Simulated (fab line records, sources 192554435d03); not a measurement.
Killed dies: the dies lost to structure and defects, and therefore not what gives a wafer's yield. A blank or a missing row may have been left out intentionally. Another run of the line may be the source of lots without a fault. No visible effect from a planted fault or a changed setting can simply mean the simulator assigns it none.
A struck lot beside a sound one || flow n5-finfet || 16 steps out of a route of 1938
Sound: the wafers L845.1, L845.3, L845.6. Struck: wafer L852.6. (L852.5 of the same lot was not struck and is left out.) The cause comes at the end.
At each step with rows: each side's tool, then ch and its chambers, then its first start. Under that, the readings that differ: sound wafers || struck wafers || difference of the means || sigmas: that difference in standard deviations of wafers without a fault.
alike: readings whose means differ by less than 2 such deviations, and words and numbers that are the same on both sides. not compared: withheld readings, readings that some wafer has no value for, bounds like >300 that may hide the same value, and numbers for which the record gives no deviation and whose values overlap.
A row with sigmas, a row that says differs or no value, or rows on one side alone: a step with any of these is where the two part. Non-overlapping numbers with no deviation appear without sigmas and do not part them. Lack of a reading on every wafer of one side parts them only where that side has two or more wafers.

first, 8 steps without rows for these wafers: N5_SDB_COAT_03 (time 60 s, resist thk 100 nm); N5_SDB_COAT_04 (time 60 s, resist thk 18 nm); N5_SDB_COAT_05 (resist thk 90 nm); N5_SDB_EBR_07; N5_SDB_SOFTBAKE_06 (time 60 s); N5_SDB_EXPOSE_08 (exposes mask SDB); N5_SDB_PEB_09 (peb time 60 s); N5_SDB_DEVELOP_10 (develop time 30 s).
N5_SDB_CD_MEAS_11 targets a cd of 50 nm.
  sound on cd-sem-03 ch 0, day 4 11:32; struck on cd-sem-02 ch 0, day 6 08:17
  alike: cd-nm
N5_SDB_OVL_MEAS_12:
  sound on overlay-01 ch 0, day 4 11:34; struck on overlay-01 ch 0, day 6 08:19
  alike: SDB_OVL
N5_SDB_INSPECT_13: inspects for defects (brightfield).
  sound: defect-inspect-01 at day 4 11:35; struck: defect-inspect-02 at day 6 08:20
  alike: raw-defect-count
N5_SDB_DESCUM_16: chemistry O2, time 7.9 s.
  sound on rie-diel-04 ch 1,2,3, day 4 11:37; struck on rie-diel-04 ch 2, day 6 08:23
  alike: drypump-motor-current-A, oes-product-au, rf-vpp-V, showerhead-plenum-p-Torr, throttle-valve-pct
  not compared: rf-hours-counter-h
N5_SDB_ETCH_17: etches SiARC in CF4, target depth 23.4 nm, time 39 s.
  sound on rie-diel-04 ch 1,2,3, day 4 11:39; struck on rie-diel-04 ch 2, day 6 08:25
{"reading": "etch-rf-on-time-s (s)", "sound": "39.1 39.2 38.2", "struck": 45.2, "difference": "+6.4", "sigmas": "+13"}
  alike: drypump-motor-current-A, oes-product-au, rf-vpp-V, showerhead-plenum-p-Torr, throttle-valve-pct
  not compared: rf-hours-counter-h
N5_SDB_ETCH_18: etches SOC in N2/H2, target depth 100 nm, overetch 20 nm, time 150 s.
  sound on rie-diel-04 ch 1,2,3, day 4 11:41; struck on rie-diel-04 ch 2, day 6 08:30
  alike: drypump-motor-current-A, oes-product-au, rf-vpp-V, showerhead-plenum-p-Torr, throttle-valve-pct
  not compared: rf-hours-counter-h
-- the record jumps here: 4 days lie between the struck wafers' starts before and after (it left off in module SDB and takes up again in module BEOL_M4, whose first step shown is number 1111 of the route) --
N5_BEOL_M4_RC_MEAS_101:
  sound on prober-02 ch 0, day 8 14:02; struck on prober-01 ch 0, day 10 10:56
{"reading": "VT_N (mV)", "sound": "252.4 254.7 253.5", "struck": 248.3, "difference": -5.2, "sigmas": -2}
  alike: DIBL_N, DIBL_P, IOFF_N, IOFF_P, ION_N, ION_P, SS_N, SS_P, VT_P
after that, 1 step had no rows for these wafers: N5_PASSIVATION_PROBE_49.

== WHERE THEY PART ==
At N5_SDB_ETCH_17 first; at N5_BEOL_M4_RC_MEAS_101 last (within this record only).

WHY: the cause the simulator had injected
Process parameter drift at N5_SDB_ETCH_17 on rie-diel-04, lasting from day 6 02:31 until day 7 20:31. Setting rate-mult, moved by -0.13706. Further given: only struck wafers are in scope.
